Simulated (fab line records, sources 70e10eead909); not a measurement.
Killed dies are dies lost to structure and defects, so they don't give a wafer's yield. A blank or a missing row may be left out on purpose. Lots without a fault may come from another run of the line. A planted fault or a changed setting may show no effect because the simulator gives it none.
A struck lot beside a sound one | flow nand_harc | 15 steps out of a route of 1159
Sound: wafers L239.1, L239.5, L239.6. Struck: wafer L227.6. (L227.1 of the same lot was not struck and is left out.) The cause comes at the end.
At each step with rows: each side's tool, then ch and its chambers, then its first start. Under that, the readings that differ: sound wafers | struck wafers | difference of the means | sigmas: that difference in standard deviations of wafers without a fault.
alike: readings whose means differ by less than 2 such deviations, and words and numbers that are the same on both sides. not compared: withheld readings, readings that some wafer has no value for, bounds like >300 that may hide the same value, and numbers for which the record gives no deviation and whose values overlap.
The two part at a step that has a row with sigmas, a row that says differs or no value, or rows on one side only. Numbers that don't overlap but have no deviation are shown without sigmas and don't part them. A reading that every wafer of one side lacks parts them only if that side has two wafers or more.

first, 1 step without rows for these wafers: NHARC_A_ONON_D1_DEP_09 (target thk 1000 nm).
NHARC_A_ONON_D1_THK_MEAS_11: measures by ellipsometry.
  sound on film_metro-02, day 12 12:02; struck on film_metro-02, day 9 12:30
  alike: thk_nm
then, 1 step without rows for these wafers: NHARC_A_ONON_D1_DEP_12 (target thk 1000 nm).
NHARC_A_ONON_D1_THK_MEAS_14: measures by ellipsometry.
  sound on film_metro-01, day 12 12:37; struck on film_metro-02, day 9 13:12
  alike: thk_nm
then, 2 steps without rows for these wafers: NHARC_A_ONON_D1_ANNEAL_15 (time 3600 s); NHARC_A_ONON_D1_DEP_16 (target thk 1000 nm).
NHARC_A_ONON_D1_THK_MEAS_18: measures by ellipsometry.
  sound on film_metro-01, day 12 20:39; struck on film_metro-01, day 9 20:20
  alike: thk_nm
then, 1 step without rows for these wafers: NHARC_A_ONON_D1_DEP_19 (target thk 1000 nm).
NHARC_A_ONON_D1_THK_MEAS_21: measures by ellipsometry.
  sound on film_metro-01, day 12 21:13; struck on film_metro-02, day 9 20:54
  reading     | sound          | struck | difference | sigmas
  thk_nm (nm) | 1022 1023 1023 | 985    | -38        | -3
then, 1 step without rows for these wafers: NHARC_A_ONON_D1_DEP_22 (target thk 1000 nm).
NHARC_A_ONON_D1_THK_MEAS_24: measures by ellipsometry.
  sound on film_metro-02, day 12 21:47; struck on film_metro-01, day 9 21:28
  alike: thk_nm
NHARC_A_ONON_D1_DEP_25: target thk 1000 nm.
  sound on pecvd_onon-04 ch 0, day 12 21:51; struck on pecvd_onon-04 ch 0, day 9 21:45
NHARC_A_ONON_D1_THK_MEAS_27: measures by ellipsometry.
  sound on film_metro-01, day 12 22:21; struck on film_metro-02, day 9 22:16
  reading     | sound          | struck | difference | sigmas
  thk_nm (nm) | 1022 1023 1023 | 1844   | +821       | +82
then, 1 step without rows for these wafers: NHARC_A_ONON_D1_DEP_28 (target thk 1000 nm).
-- the record jumps here: 11 days lie between the struck wafers' starts before and after (it left off in module A_ONON_D1 and takes up again in module END, whose first step shown is number 1159 of the route) --
NHARC_END_SORT_01:
  sound on prober-02 ch 0, day 23 22:14; struck on prober-02 ch 0, day 21 07:56
  reading         | sound    | struck | difference | sigmas
  killed_at_array | 29 39 39 | 671    | +635       | +64
  killed_dies     | 36 40 45 | 677    | +637       | +64
  alike: killed_at_other, killed_at_periphery, killed_open, killed_short

WHERE THEY PART
First at NHARC_A_ONON_D1_THK_MEAS_21; last, within this record, at NHARC_END_SORT_01.

WHY: what the simulator had put in
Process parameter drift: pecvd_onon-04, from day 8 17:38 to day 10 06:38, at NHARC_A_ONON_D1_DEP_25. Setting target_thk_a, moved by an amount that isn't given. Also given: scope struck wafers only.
